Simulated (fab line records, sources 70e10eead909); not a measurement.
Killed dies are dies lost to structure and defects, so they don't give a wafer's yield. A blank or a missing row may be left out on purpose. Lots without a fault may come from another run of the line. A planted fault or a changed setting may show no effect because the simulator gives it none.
fab line records | flow nand_harc
record lots=5 wafers=15 last_day=33
route steps=1302 shown A_CONTACT@1080 A_BLC@1107 END@1302
lots that met no fault: from a run of the same line without faults
start_h: hours from the record's first day to the start of the lot's first wafer shown | wait_h: hours since the lot's step before | " the same as in the row above | L1.1+2: a row that stands for several wafers | - no value, or no start given | * or withheld: withheld | < > ~ a bound
route shown NAME@n: a module of which the file shows steps, and the number in the route of the first | usual: mean/standard deviation of fault-free wafers | same: alike in all rows | chamber/n: place in a boat | sites: the reading at each site | _std_site: their standard deviation | _edge_site: outer sites' mean less inner sites' | radius_mm: how far each site lies from the wafer's centre | mask NAME#n: copy n | behind: the tool/chamber that last shaped the wafer | hold: why the lot was held/for how many hours/how that ended | device: the transistor (n, p or np) that didn't switch | end of line: the same wafers' tests at the end of the route | a step without rows: its recipe alone | killed: dies lost to structure and defects at the first sort, not the wafer's yield | map: a wafer's dies, x killed, . not, _ none there
set.NAME: the setting as run; set.NAME@STEP: as run at that earlier step | model.NAME: the simulator's own value behind a step, which no gauge read
lots at some steps of the route; a table a step, a row a wafer
services: from which hour (start_h, from the record's first day; less than 0 if before it) a tool's chamber was out of use, for how many hours, and why
## steps
# step NHARC_A_CONTACT_INSPECT_10
# usual raw_defect_count=75/39
# columns lot.wafer tool chamber start_h wait_h raw_defect_count
L972.2 defect_inspect-01 - 561.49 0.0 108
L972.4 " - " " 89
L972.5 " - " " 113
L977.3 defect_inspect-02 - 599.31 0.0 70
L977.5 " - " " 92
L977.6 " - " " 67
L974.1 defect_inspect-01 - 640.48 0.0 87
L974.5 " - " " 89
L974.6 " - " " 78
L984.1 defect_inspect-02 - 675.22 0.0 74
L984.3 " - " " 86
L984.4 " - " " 70
L990.1 defect_inspect-01 - 723.62 0.0 16
L990.2 " - " " 21
L990.4 " - " " 16
# step NHARC_A_CONTACT_DESCUM_13
# recipe time_s=3 o2_flow_sccm=200 ar_flow_sccm=0 bias_power_w=0 chemistry=O2
# step NHARC_A_CONTACT_ETCH_88
# recipe target_depth_a=390 over_etch_frac=0.3 time_s=65 ion_energy_ev=80 cf4_flow_sccm=150 ar_flow_sccm=0 rf_w=300 bias_w=100 chemistry=CF4
# usual drypump_motor_current_A=6.0/0.53 oes_product_au=0.995/0.012 rf_vpp_V=151.4/1.3 showerhead_plenum_p_Torr=1.78/0.074 throttle_valve_pct=13.284/0.009
# same over_etch_frac=0.3
# columns lot.wafer tool chamber start_h wait_h drypump_motor_current_A oes_product_au rf_hours_counter_h rf_vpp_V showerhead_plenum_p_Torr throttle_valve_pct
L972.4 rie_diel-02 3 561.64 0.1 6.6 0.996 26 149.1 1.66 13.286
L972.2 " 0 " " 6.2 0.990 25 152.7 1.85 13.267
L972.5 " 0 " " 6.2 0.988 - 153.4 1.85 13.273
L977.3 rie_diel-09 2 599.48 0.1 5.1 1.008 30 152.5 1.90 13.271
L977.5 " 2 " " 5.1 0.999 - 150.9 1.90 13.279
L977.6 " 0 " " 5.7 0.987 - 153.4 1.87 13.276
L974.1 rie_diel-02 3 640.64 0.1 6.6 1.005 6 150.2 1.66 13.277
L974.5 " 1 " " 6.5 0.988 - 151.0 1.74 13.284
L974.6 " 2 " " 6.4 0.997 - 151.0 1.75 13.266
L984.1 rie_diel-13 3 675.36 0.1 5.9 0.991 46 154.1 1.88 13.280
L984.3 " 1 " " 6.4 1.009 52 152.2 1.80 13.287
L984.4 " 2 " " 5.4 0.991 50 151.9 1.80 13.296
L990.4 rie_diel-09 1 723.80 0.1 6.1 0.984 17 151.5 1.73 13.286
L990.2 " 2 " " 5.0 0.984 13 152.4 1.89 13.275
L990.1 " 3 " " 5.2 0.998 14 150.7 1.71 13.286
# step NHARC_A_CONTACT_ETCH_89
# recipe target_depth_a=2600 over_etch_frac=0.3 time_s=475.3 ion_energy_ev=200 n2_flow_sccm=150 h2_flow_sccm=150 ar_flow_sccm=0 rf_w=400 bias_w=150 chemistry=N2/H2
# step NHARC_A_CONTACT_ETCH_30
# recipe target_depth_a=726 time_s=36.3 cf4_flow_sccm=100 chf3_flow_sccm=30 ar_flow_sccm=0 rf_w=500 bias_w=200 chemistry=CF4/CHF3
# step NHARC_A_CONTACT_ETCH_31
# recipe target_depth_a=28000 over_etch_frac=0.3 time_s=728 ion_energy_ev=150 o2_flow_sccm=400 cos_flow_sccm=20 ar_flow_sccm=0 rf_w=500 bias_w=300 chemistry=O2/COS
# step NHARC_A_CONTACT_ETCH_134
# recipe source_w=withheld pressure_mtorr=20 bias_v=withheld time_s=140 target_depth_a=7000 ar_flow_sccm=withheld c4f8_flow_sccm=withheld o2_flow_sccm=withheld chemistry=C4F8/O2/Ar
# step NHARC_A_CONTACT_ETCH_135
# recipe source_w=withheld pressure_mtorr=20 bias_v=1200 time_s=311 target_depth_a=19120 ar_flow_sccm=withheld c4f8_flow_sccm=withheld o2_flow_sccm=withheld chemistry=C4F8/O2/Ar
# step NHARC_A_CONTACT_ETCH_136
# recipe source_w=withheld pressure_mtorr=20 bias_v=1200 time_s=311 target_depth_a=19120 ar_flow_sccm=withheld c4f8_flow_sccm=withheld o2_flow_sccm=withheld chemistry=C4F8/O2/Ar
# columns lot.wafer tool chamber start_h wait_h rf_hours_counter_h
L972.2 har_cap_etch-03 1 563.15 0.2 56
L972.4 " 1 " " -
L972.5 " 0 " " -
L977.3 har_cap_etch-03 1 601.28 0.2 -
L977.5 " 1 " " -
L977.6 " 0 " " -
L974.1 har_cap_etch-01 1 642.18 0.2 28
L974.5 " 0 " " -
L974.6 " 1 " " -
L984.1 har_cap_etch-01 1 676.87 0.2 33
L984.4 " 1 " " -
L984.3 " 0 " " -
L990.2 har_cap_etch-02 1 725.41 0.2 114
L990.1 " 0 " " 114
L990.4 " 1 " " -
# step NHARC_A_CONTACT_ETCH_137
# recipe source_w=withheld pressure_mtorr=20 bias_v=1200 time_s=311 target_depth_a=19120 ar_flow_sccm=withheld c4f8_flow_sccm=withheld o2_flow_sccm=withheld chemistry=C4F8/O2/Ar
# step NHARC_A_CONTACT_ETCH_138
# recipe source_w=withheld pressure_mtorr=20 bias_v=1200 time_s=311 target_depth_a=19140 ar_flow_sccm=withheld c4f8_flow_sccm=withheld o2_flow_sccm=withheld chemistry=C4F8/O2/Ar
# step NHARC_A_CONTACT_ETCH_139
# recipe source_w=withheld pressure_mtorr=20 bias_v=400 time_s=195 target_depth_a=8400 ar_flow_sccm=withheld c4f8_flow_sccm=11.5 o2_flow_sccm=7.2 chemistry=C4F8/O2/Ar
# step NHARC_A_CONTACT_ETCH_92
# recipe target_depth_a=400 over_etch_frac=0.5 time_s=85.7 ion_energy_ev=120 ch3f_flow_sccm=50 o2_flow_sccm=30 ar_flow_sccm=200 rf_w=500 bias_w=100 chemistry=CH3F/O2
# usual ch3f_flow_sccm=49.99/0.15 drypump_motor_current_A=6.2/0.47 o2_flow_sccm=29.99/0.084 oes_product_au=0.925/0.022 rf_vpp_V=244.6/1.7 showerhead_plenum_p_Torr=2.47/0.1 throttle_valve_pct=20.663/0.0089
# same over_etch_frac=0.5
# columns lot.wafer tool chamber start_h wait_h ch3f_flow_sccm drypump_motor_current_A o2_flow_sccm oes_product_au rf_hours_counter_h rf_vpp_V showerhead_plenum_p_Torr throttle_valve_pct
L972.4 rie_diel-02 0 564.54 0.4 50.13 6.2 30.01 0.934 26 247.4 2.58 20.662
L972.2 " 1 " " 50.02 6.6 30.06 0.935 21 243.7 2.43 20.670
L972.5 " 3 " " 50.09 6.6 30.08 0.926 - 243.1 2.30 20.642
L977.3 rie_diel-02 2 602.59 0.5 50.01 6.5 30.05 0.923 2 244.7 2.44 20.674
L977.5 " 0 " " 49.85 6.2 30.10 0.912 - 245.1 2.58 20.663
L977.6 " 1 " " 50.05 6.6 30.02 0.914 - 245.7 2.43 20.651
L974.1 rie_diel-09 2 643.54 0.5 49.94 5.1 30.12 0.918 41 246.7 2.64 20.658
L974.5 " 3 " " 49.71 5.2 30.00 0.919 - 244.0 2.39 20.670
L974.6 " 0 " " 49.99 5.7 29.99 0.905 - 245.1 2.60 20.664
L984.1 rie_diel-02 0 678.25 0.5 50.16 6.2 29.95 0.908 15 245.1 2.57 20.679
L984.4 " 2 " " 49.92 6.4 30.00 0.927 15 243.3 2.43 20.667
L984.3 " 3 " " 50.15 6.6 29.87 0.924 12 241.0 2.29 20.668
L990.2 rie_diel-13 1 726.79 0.5 50.19 6.4 30.04 1.005 9 244.3 2.50 20.659
L990.4 " 2 " " 49.77 5.4 30.18 1.005 7 244.2 2.50 20.660
L990.1 " 0 " " 50.19 6.0 29.80 1.029 9 245.5 2.50 20.665
# step NHARC_A_CONTACT_ETCH_98
# recipe target_depth_a=200 over_etch_frac=0.5 time_s=10 ion_energy_ev=250 c4f6_flow_sccm=25 o2_flow_sccm=20 ar_flow_sccm=500 rf_w=600 bias_w=500 chemistry=C4F6/O2
# usual drypump_motor_current_A=6.2/0.45 o2_flow_sccm=20.01/0.058 oes_product_au=0.942/0.019 rf_vpp_V=548/3.2 showerhead_plenum_p_Torr=3.95/0.15 throttle_valve_pct=26.902/0.0091
# same over_etch_frac=0.5
# columns lot.wafer tool chamber start_h wait_h drypump_motor_current_A o2_flow_sccm oes_product_au rf_hours_counter_h rf_vpp_V showerhead_plenum_p_Torr throttle_valve_pct
L972.2 rie_diel-02 1 - - 6.6 20.01 0.946 21 547 3.88 26.905
L972.4 " 2 " " 6.5 20.00 0.960 27 546 3.90 26.904
L972.5 " 1 " " 6.6 20.03 0.945 - 546 3.88 26.902
L977.3 rie_diel-02 3 - - 6.7 20.06 0.930 2 542 3.68 26.903
L977.6 " 0 " " 6.2 19.98 0.936 - 551 4.11 26.889
L977.5 " 1 " " 6.6 20.06 0.943 - 547 3.87 26.896
L974.1 rie_diel-09 2 - - 5.1 20.02 0.923 41 552 4.20 26.893
L974.5 " 0 " " 5.7 20.03 0.929 - 551 4.13 26.903
L974.6 " 1 " " 6.1 19.97 0.940 - 547 3.85 26.911
L984.4 rie_diel-02 2 - - 6.4 20.08 0.943 15 547 3.89 26.917
L984.3 " 3 " " 6.6 20.04 0.937 12 541 3.67 26.909
L984.1 " 0 " " 6.1 20.06 0.948 15 551 4.10 26.909
L990.4 rie_diel-13 0 - - 6.0 20.00 1.001 9 549 3.99 26.899
L990.2 " 1 " " 6.4 19.91 0.995 9 548 3.98 26.911
L990.1 " 3 " " 5.9 20.07 1.001 7 550 4.15 26.911
# step NHARC_A_CONTACT_CD_MEAS_15
# usual cd_nm=189.8/0.7
# columns lot.wafer tool chamber start_h wait_h cd_nm
L972.2 cd_sem-02 - 564.75 - 189.8
L972.4 " - " " 190.2
L972.5 " - " " 191.1
L977.3 cd_sem-02 - 602.79 - 190.0
L977.5 " - " " 189.6
L977.6 " - " " 189.0
L974.1 cd_sem-02 - 643.72 - 189.5
L974.5 " - " " 189.9
L974.6 " - " " 189.6
L984.1 cd_sem-03 - 678.47 - 188.4
L984.3 " - " " 189.7
L984.4 " - " " 189.8
L990.1 cd_sem-01 - 727.00 - 191.0
L990.2 " - " " 191.1
L990.4 " - " " 190.5
# step NHARC_A_CONTACT_STRIP_107
# recipe n2_flow_sccm=150 h2_flow_sccm=150 ar_flow_sccm=0 bias_w=0 chemistry=N2/H2
# step NHARC_A_CONTACT_STRIP_108
# recipe cf4_flow_sccm=100 chf3_flow_sccm=30 ar_flow_sccm=0 bias_w=0 chemistry=CF4/CHF3
# step NHARC_A_CONTACT_STRIP_109
# recipe o2_flow_sccm=400 cos_flow_sccm=20 ar_flow_sccm=0 bias_w=0 chemistry=O2/COS
# step NHARC_A_CONTACT_ETCH_110
# recipe target_depth_a=600 overetch_a=60 time_s=33 ion_energy_ev=100 cf4_flow_sccm=80 o2_flow_sccm=20 ar_flow_sccm=0 rf_w=300 bias_w=100 chemistry=CF4/O2
# usual drypump_motor_current_A=6.1/0.51 o2_flow_sccm=20.01/0.06 oes_ar_750_au=1.001/0.0046 oes_product_au=0.995/0.012 rf_vpp_V=197.9/1.5 showerhead_plenum_p_Torr=1.34/0.06 throttle_valve_pct=13.397/0.009
# columns lot.wafer tool chamber start_h wait_h drypump_motor_current_A o2_flow_sccm oes_ar_750_au oes_product_au rf_hours_counter_h rf_vpp_V showerhead_plenum_p_Torr throttle_valve_pct
L972.2 rie_diel-02 3 565.05 0.1 6.6 19.92 0.996 0.986 27 195.4 1.25 13.387
L972.4 " 0 " " 6.1 20.10 1.008 0.980 26 198.3 1.40 13.398
L972.5 " 3 " " 6.6 19.97 0.997 0.995 - 196.5 1.25 13.384
L977.3 rie_diel-02 1 603.10 0.1 6.6 20.04 1.004 0.992 2 198.1 1.32 13.402
L977.5 " 1 " " 6.6 20.12 1.000 0.991 - 197.8 1.32 13.405
L977.6 " 2 " " 6.4 20.03 1.005 0.994 - 197.6 1.32 13.399
L974.1 rie_diel-13 3 644.02 0.1 5.9 20.04 1.002 1.006 35 199.2 1.43 13.395
L974.5 " 1 " " 6.4 19.99 0.998 1.009 - 198.8 1.36 13.390
L974.6 " 2 " " 5.4 20.10 1.009 1.001 - 198.7 1.36 13.395
L984.1 rie_diel-13 1 678.83 0.1 6.4 20.03 1.001 0.998 54 198.8 1.36 13.390
L984.4 " 2 " " 5.4 20.01 1.006 0.982 51 198.5 1.36 13.393
L984.3 " 0 " " 6.0 19.95 0.991 1.023 42 199.5 1.36 13.406
L990.1 rie_diel-02 3 727.29 0.1 6.6 19.97 1.001 1.005 19 195.4 1.24 13.396
L990.2 " 1 " " 6.6 20.07 0.997 0.988 25 198.6 1.31 13.412
L990.4 " 2 " " 6.5 20.04 0.994 1.013 23 196.3 1.32 13.397
# step NHARC_A_CONTACT_STRIP_26
# recipe o2_flow_sccm=500 ar_flow_sccm=0 bias_w=0 chemistry=O2
# step NHARC_A_CONTACT_STRIP_27
# recipe time_s=600 temp_c=30 chemistry=post_etch_residue_remover
# step NHARC_A_CONTACT_ALD_18
# recipe target_thk_a=30 pulse_time_s=1 ald_cycles=150 temp_c=450 material=TiN
# step NHARC_A_CONTACT_CVD_19
# recipe target_thk_a=3000 temp_c=300 pressure_torr=40 wf6_flow_sccm=40 h2_flow_sccm=1600 ar_flow_sccm=1560 time_s=802 material=W
# step NHARC_A_CONTACT_CMP_20
# recipe t_overpolish_s=30 target_thk_nm=300
# step NHARC_A_CONTACT_SRD_22
# step NHARC_A_BLC_DEHYDRATE_00
# recipe temp_c=150 time_s=120
# step NHARC_A_BLC_HMDS_01
# recipe time_s=30
# step NHARC_A_BLC_COAT_02
# recipe temp_c=260 time_s=75
# step NHARC_A_BLC_COAT_03
# recipe temp_c=225 time_s=65
# step NHARC_A_BLC_COAT_04
# recipe spin_rpm=1500 resist_thk_nm=90
# step NHARC_A_BLC_SOFTBAKE_05
# recipe temp_c=105 time_s=55
# step NHARC_A_BLC_EBR_06
# step NHARC_A_BLC_EXPOSE_07
# recipe na=1.35 target_cd_nm=100 dose_mj=67.97 mask_id=A_BLC
# step NHARC_A_BLC_PEB_08
# recipe peb_temp_c=100 peb_time_s=65
# step NHARC_A_BLC_DEVELOP_09
# recipe develop_time_s=35 dev_temp_c=23
# step NHARC_A_BLC_CD_MEAS_10
# recipe target_cd_nm=100 landing_energy_ev=500
# usual cd_nm=99.7/0.76
# columns lot.wafer tool chamber start_h wait_h cd_nm
L972.2 cd_sem-02 0 567.70 - 99.1
L972.4 " 0 " " 99.8
L972.5 " 0 " " 99.0
L977.3 cd_sem-02 0 605.76 - 98.8
L977.5 " 0 " " 100.4
L977.6 " 0 " " 99.8
L974.1 cd_sem-01 0 646.54 - 98.1
L974.5 " 0 " " 98.8
L974.6 " 0 " " 99.0
L984.1 cd_sem-02 0 681.34 - 99.8
L984.3 " 0 " " 100.1
L984.4 " 0 " " 99.0
L990.1 cd_sem-03 0 729.96 - 100.1
L990.2 " 0 " " 99.5
L990.4 " 0 " " 99.1
# step NHARC_A_BLC_OVL_MEAS_11
# usual overlay_x_nm=-0.1/0.74 overlay_y_nm=0.2/0.8
# columns lot.wafer tool chamber start_h wait_h overlay_x_nm overlay_y_nm
L972.2 overlay-01 - 567.78 - -0.9 -0.4
L972.4 " - " " -0.4 0.2
L972.5 " - " " -0.9 0.3
L977.3 overlay-02 - 605.84 - 0.0 1.1
L977.5 " - " " 0.2 1.0
L977.6 " - " " -0.2 0.6
L974.1 overlay-01 - 646.63 - 0.2 0.4
L974.5 " - " " 0.2 0.5
L974.6 " - " " 0.2 0.9
L984.1 overlay-02 - 681.43 - -0.3 -1.5
L984.3 " - " " -0.4 -0.8
L984.4 " - " " -0.6 -1.0
L990.1 overlay-02 - 730.04 - 0.3 0.0
L990.2 " - " " -1.1 -0.4
L990.4 " - " " -0.3 -0.2
# step NHARC_A_BLC_DESCUM_15
# recipe time_s=3 o2_flow_sccm=200 ar_flow_sccm=0 bias_power_w=0 chemistry=O2
# step NHARC_A_BLC_ETCH_16
# recipe target_depth_a=390 over_etch_frac=0.3 time_s=65 ion_energy_ev=80 cf4_flow_sccm=150 ar_flow_sccm=0 rf_w=300 bias_w=100 chemistry=CF4
# usual drypump_motor_current_A=5.7/0.34 oes_product_au=0.996/0.012 rf_vpp_V=151.3/1.4 showerhead_plenum_p_Torr=1.77/0.082 throttle_valve_pct=13.283/0.0089
# same over_etch_frac=0.3
# columns lot.wafer tool chamber start_h wait_h drypump_motor_current_A oes_product_au rf_hours_counter_h rf_vpp_V showerhead_plenum_p_Torr throttle_valve_pct
L972.4 rie_diel-07 0 567.97 0.1 5.7 0.982 5 148.6 1.66 13.294
L972.2 " 1 " " 5.6 0.995 4 148.9 1.64 13.297
L972.5 " 0 " " 5.7 0.989 - 149.9 1.66 13.299
L977.3 rie_diel-07 1 606.04 0.1 5.6 1.004 7 149.5 1.64 13.276
L977.6 " 1 " " 5.6 0.984 - 149.1 1.64 13.279
L977.5 " 3 " " 5.4 0.977 - 150.8 1.77 13.286
L974.1 rie_diel-03 1 646.81 0.1 5.4 0.986 0 151.4 1.73 13.280
L974.6 " 1 " " 5.4 0.982 - 152.1 1.73 13.292
L974.5 " 2 " " 6.2 0.985 - 151.7 1.77 13.276
L984.1 rie_diel-03 3 681.61 0.1 5.8 0.996 3 152.9 1.89 13.291
L984.4 " 1 " " 5.4 0.970 4 150.3 1.73 13.290
L984.3 " 2 " " 6.2 0.990 4 151.1 1.77 13.293
L990.1 rie_diel-06 2 730.23 0.1 5.5 1.006 21 150.9 1.69 13.278
L990.2 " 3 " " 4.8 1.000 21 150.2 1.64 13.290
L990.4 " 0 " " 6.0 1.012 17 150.3 1.69 13.285
# step NHARC_END_SORT_01
# recipe temp_c=25
# usual killed_at_array=45/18 killed_at_other=0.9/1.3 killed_at_periphery=3.7/2.2 killed_dies=50/18 killed_open=3.2/1.9 killed_short=2.4/1.6
# same gross_dies=677
# columns lot.wafer tool chamber start_h wait_h killed_at_array killed_at_other killed_at_periphery killed_dies killed_open killed_short
L972.2 prober-02 0 611.04 2.8 55 0 4 59 5 1
L972.4 prober-02 0 612.63 3.4 55 0 4 59 6 3
L972.5 prober-02 0 613.42 3.7 40 0 3 43 2 1
L977.6 prober-01 0 652.55 4.0 51 0 4 55 5 3
L974.1 prober-02 0 692.75 2.5 66 1 5 72 1 0
L974.5 prober-02 0 695.96 3.7 44 1 6 51 4 0
L974.6 prober-02 0 696.76 4.0 56 1 6 63 3 2
L984.1 prober-01 0 726.60 2.5 39 1 0 40 3 2
L984.3 prober-01 0 728.21 3.1 107 0 2 109 5 4
L984.4 prober-01 0 729.01 3.4 51 0 2 53 2 4
# killed by level:class
L972.2 A_CHANNEL_HOLE_D2:chamber_film_flake=29 A_SLIT:chamber_film_flake=11 A_BONDPAD:chamber_film_flake=3 P_CONTACT:geometric_particle:open=2 A_CONTACT:chamber_film_flake=2 A_M0:chamber_film_flake=2 P_GATE:geometric_particle:open=1 A_CHANNEL_FILL_D1:geometric_particle:short=1
L972.4 A_SLIT:chamber_film_flake=25 A_CHANNEL_HOLE_D2:chamber_film_flake=12 A_CHANNEL_HOLE_D1:geometric_particle:open=3 A_M0:chamber_film_flake=3 P_M0:chamber_film_flake=2 A_CHANNEL_HOLE_D1:chamber_film_flake=2 A_BONDPAD:chamber_film_flake=2 P_M0:geometric_particle:open=1
L972.5 A_CHANNEL_HOLE_D2:chamber_film_flake=15 A_SLIT:chamber_film_flake=14 A_CONTACT:chamber_film_flake=3 A_M0:chamber_film_flake=3 A_DECK1_JOINT:chamber_film_flake=2 P_STI:geometric_particle:short=1 P_CONTACT:geometric_particle:open=1 A_CHANNEL_FILL_D1:geometric_particle:open=1
L977.6 A_SLIT:chamber_film_flake=28 A_CHANNEL_HOLE_D2:chamber_film_flake=9 A_STAIRCASE:chamber_film_flake=4 P_STI:chamber_film_flake=2 P_GATE:geometric_particle:short=1 A_CHANNEL_FILL_D1:geometric_particle:open=1 A_DECK1_JOINT:geometric_particle:short=1 A_ONON_D2:geometric_particle:open=1
L974.1 A_CHANNEL_HOLE_D1:chamber_film_flake=35 A_CHANNEL_HOLE_D2:chamber_film_flake=18 A_BLC:chamber_film_flake=5 P_M2:chamber_film_flake=3 A_STAIRCASE:chamber_film_flake=3 A_BLC:geometric_particle:open=1 P_STI:chamber_film_flake=1 P_M0:chamber_film_flake=1
L974.5 A_CHANNEL_HOLE_D1:chamber_film_flake=19 A_CHANNEL_HOLE_D2:chamber_film_flake=11 A_STAIRCASE:chamber_film_flake=5 P_M2:chamber_film_flake=4 A_WL_FILL:chamber_film_flake=2 A_CONTACT:chamber_film_flake=2 P_CONTACT:geometric_particle:open=1 A_ONON_D1:geometric_particle:open=1
L974.6 A_CHANNEL_HOLE_D1:chamber_film_flake=33 A_CHANNEL_HOLE_D2:chamber_film_flake=9 P_M2:chamber_film_flake=4 A_CONTACT:chamber_film_flake=4 A_ONON_D2:geometric_particle:short=2 A_BLC:chamber_film_flake=2 A_CHANNEL_FILL_D1:geometric_particle:open=1 A_WL_FILL:geometric_particle:open=1
L984.1 A_SLIT:chamber_film_flake=19 A_STAIRCASE:chamber_film_flake=6 A_CHANNEL_HOLE_D1:chamber_film_flake=4 A_DECK1_JOINT:geometric_particle:open=3 A_CONTACT:chamber_film_flake=2 A_CHANNEL_FILL_D1:geometric_particle:short=1 A_ONON_D2:geometric_particle:short=1 A_ZERO_WELL:chamber_film_flake=1
L984.3 A_CONTACT:unspecified=51 A_SLIT:chamber_film_flake=22 A_CHANNEL_HOLE_D1:chamber_film_flake=10 A_CONTACT:chamber_film_flake=8 A_STAIRCASE:chamber_film_flake=5 A_CHANNEL_FILL_D1:geometric_particle:open=3 P_GATE:chamber_film_flake=2 A_DECK1_JOINT:geometric_particle:short=1
L984.4 A_SLIT:chamber_film_flake=27 A_CHANNEL_HOLE_D1:chamber_film_flake=9 A_STAIRCASE:chamber_film_flake=6 A_CONTACT:chamber_film_flake=3 P_CONTACT:geometric_particle:open=1 P_CONTACT:geometric_particle:short=1 A_CHANNEL_FILL_D1:geometric_particle:short=1 A_DECK1_JOINT:geometric_particle:open=1
# map L984.3 (x killed, . not)
____________x____________
_________.xx.xxx_________
_______...x..xxxx._______
______.......xxxxxx______
_____.........x..xxx_____
____...........x.....____
____.............x.xx____
___................x..___
___.....x..........x..___
__........x.......xx...__
__.x.....x...........x.__
_......x.x.............._
_.......xxx.....x......._
_......xx...x..........._
_......x.x.............._
_......................._
......................x..
...............x.........
........x................
..x......................
..x.....................x
_............x.....x...._
_......................._
_..........x............_
_......................._
_..x...........x........_
__..............x......__
__.........x...x.......__
___.......x....xxxx..x___
___.............xxxxx.___
____.........xxxxxxx.____
____.........xxxxxxxx____
_____...x...x.xxxxxx_____
______.......xxxxxx______
_______.....xxxxxx_______
_________...xxxx_________
____________.____________
# map L977.6 (x killed, . not)
____________.____________
_________.....xx_________
_______.....xx..xx_______
______..........x.x______
_____.........x....._____
____............x....____
____......x......x...____
___.......x.........x.___
___....x.xx...........___
__.....xxxx............__
__.....xxxx.x..........__
_......x.xxx............_
_......xxxx.....x......._
_.......x.x..x.........._
_.........x..x.........._
_...x.....xx............_
.........................
........x................
.........................
.............x.......x...
.........................
_.....................x._
_........x.....x........_
_......................._
_......................._
_......................._
__.....................__
__.....................__
___................x..___
___...................___
____...........x.....____
____.................____
_____..x............_____
______...........x.______
_______....x..x..._______
_________......._________
____________.____________
## services
# columns tool chamber start_h hours kind
rie_diel-07 1 545.73 19.5 repair
rie_diel-02 0 550.12 - clean
rie_diel-02 1 550.12 - clean
rie_diel-02 2 550.12 - clean
rie_diel-02 3 550.12 - clean
rie_diel-02 - 571.04 9.0 pm
rie_diel-02 0 571.04 9.0 vent_cycle
rie_diel-02 1 571.04 9.0 vent_cycle
rie_diel-02 2 571.04 9.0 vent_cycle
rie_diel-02 3 571.04 9.0 vent_cycle
rie_diel-02 0 580.04 - clean
rie_diel-02 1 580.04 - clean
rie_diel-02 3 603.32 5.1 repair
rie_diel-07 2 604.28 2.5 repair
rie_diel-03 - 635.30 9.0 pm
rie_diel-07 - 648.20 9.0 pm
rie_diel-09 0 651.53 2.5 repair
rie_diel-09 0 658.66 1.4 repair
rie_diel-06 - 661.20 9.0 pm
rie_diel-09 - 674.51 9.0 pm
rie_diel-06 0 682.86 9.9 repair
har_cap_etch-01 - 691.24 1.0 repair
rie_diel-07 - 691.65 0.7 repair
rie_diel-13 - 699.67 9.0 pm
## key
first_sign step=NHARC_END_SORT_01 reading=killed_at_array direction=up sigmas=3.4 usual=45 struck=107
effect step=NHARC_END_SORT_01 reading=killed_dies direction=up sigmas=3.3 usual=50 struck=109
more_kills_born_at NHARC_A_CONTACT_ETCH_92@rie_diel-02=51
met_at NHARC_A_CONTACT_ETCH_92
struck_wafers L984.3
tester_left_out L984
onset_between 564.54 678.25
fault kind=chamber_particle_source tool=rie_diel-02 chamber=3 onset_h=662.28 steps=NHARC_A_CONTACT_ETCH_92 rate_per_visit_cm2=0.58238 end_h=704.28
# tester_left_out: of these lots the tester's yield and bins aren't shown, on N5 and GAA mostly nor the transistor test; their killed dies are dies lost to structure and defects alone, not to doping, threshold or leakage, so they don't give the yield
